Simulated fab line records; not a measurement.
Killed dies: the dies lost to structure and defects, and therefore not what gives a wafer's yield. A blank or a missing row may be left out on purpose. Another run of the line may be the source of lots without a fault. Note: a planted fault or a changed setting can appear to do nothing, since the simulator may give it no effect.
Chamber matching / flow nand harc / cmp-04 running NHARC_P_CONTACT_CMP_24: 4 sister chambers
The step polishes, t overpolish 30 s, target thk 200 nm. 16 wafers are shown with their chamber, then 8 later ones without.

## WAFERS WITH THEIR CHAMBER
wafer=L261.2; chamber=1; motor current A (A)=12.8; overpolish run s (s)=30.004; edge zone pressure frac=1.003
wafer=L261.3; chamber=2; motor current A (A)=9.9; overpolish run s (s)=30.008; edge zone pressure frac=1.001
wafer=L261.6; chamber=2; motor current A (A)=9.4; overpolish run s (s)=30.009; edge zone pressure frac=1.010
wafer=L263.2; chamber=2; motor current A (A)=10.0; overpolish run s (s)=30.002; edge zone pressure frac=1.003
wafer=L263.4; chamber=0; motor current A (A)=11.8; overpolish run s (s)=29.992; edge zone pressure frac=0.998
wafer=L263.5; chamber=1; motor current A (A)=12.9; overpolish run s (s)=30.017; edge zone pressure frac=0.996
wafer=L266.2; chamber=2; motor current A (A)=10.1; overpolish run s (s)=30.000; edge zone pressure frac=1.007
wafer=L266.3; chamber=0; motor current A (A)=11.5; overpolish run s (s)=29.989; edge zone pressure frac=0.992
wafer=L266.6; chamber=1; motor current A (A)=12.4; overpolish run s (s)=30.015; edge zone pressure frac=0.999
wafer=L271.1; chamber=3; motor current A (A)=14.2; overpolish run s (s)=30.010; edge zone pressure frac=1.003
wafer=L271.2; chamber=1; motor current A (A)=12.2; overpolish run s (s)=30.018; edge zone pressure frac=0.998
wafer=L271.4; chamber=2; motor current A (A)=9.8; overpolish run s (s)=29.993; edge zone pressure frac=0.993
wafer=L274.1; chamber=0; motor current A (A)=10.9; overpolish run s (s)=29.998; edge zone pressure frac=0.990
wafer=L274.2; chamber=3; motor current A (A)=14.2; overpolish run s (s)=30.014; edge zone pressure frac=1.005
wafer=L274.3; chamber=2; motor current A (A)=9.9; overpolish run s (s)=29.993; edge zone pressure frac=0.999
wafer=L278.1; chamber=0; motor current A (A)=11.6; overpolish run s (s)=29.999; edge zone pressure frac=1.007

SIGNATURES, as means of the wafers listed above
reading=motor current A; chamber 0=11.450; chamber 1=12.575; chamber 2=9.850; chamber 3=14.200; scatter within a chamber=0.299
reading=overpolish run s; chamber 0=29.99450; chamber 1=30.01350; chamber 2=30.00083; chamber 3=30.01200; scatter within a chamber=0.00609
reading=edge zone pressure frac; chamber 0=0.99675; chamber 1=0.99900; chamber 2=1.00217; chamber 3=1.00400; scatter within a chamber=0.00565
Rule: a wafer's distance from a chamber is the root of the sum, over the readings, of the square of ((its reading less the chamber's mean) divided by the reading's scatter). The wafer belongs to the nearest chamber; if the next one is less than 2 further off, it can't be placed. How the scatter is found: for the shown wafers, subtract from each reading the mean of its chamber, square and add these, divide the total by (wafers less chambers), then take the root.

## WAFERS WHOSE CHAMBER IS MISSING
wafer=L278.5; motor current A (A)=14.0; overpolish run s (s)=30.006; edge zone pressure frac=1.003
wafer=L278.6; motor current A (A)=10.9; overpolish run s (s)=29.990; edge zone pressure frac=1.004
wafer=L281.4; motor current A (A)=9.6; overpolish run s (s)=30.006; edge zone pressure frac=0.989
wafer=L281.5; motor current A (A)=9.9; overpolish run s (s)=30.009; edge zone pressure frac=0.991
wafer=L281.6; motor current A (A)=14.8; overpolish run s (s)=29.999; edge zone pressure frac=0.990
wafer=L282.2; motor current A (A)=11.6; overpolish run s (s)=29.987; edge zone pressure frac=0.999
wafer=L282.4; motor current A (A)=12.5; overpolish run s (s)=29.999; edge zone pressure frac=1.004
wafer=L282.5; motor current A (A)=10.4; overpolish run s (s)=29.994; edge zone pressure frac=1.002

## WHICH CHAMBER EACH ONE RAN IN
wafer=L278.5; from the rows above=3; in truth=3
wafer=L278.6; from the rows above=can't be placed: 0 or 2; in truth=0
wafer=L281.4; from the rows above=2; in truth=2
wafer=L281.5; from the rows above=2; in truth=2
wafer=L281.6; from the rows above=3; in truth=3
wafer=L282.2; from the rows above=0; in truth=0
wafer=L282.4; from the rows above=can't be placed: 1 or 0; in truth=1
wafer=L282.5; from the rows above=can't be placed: 2 or 0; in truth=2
Correct placement for 5 of the 8. Can't be placed from these rows: 3 (the true chamber is among the candidates in 3). Placed wrongly: 0.
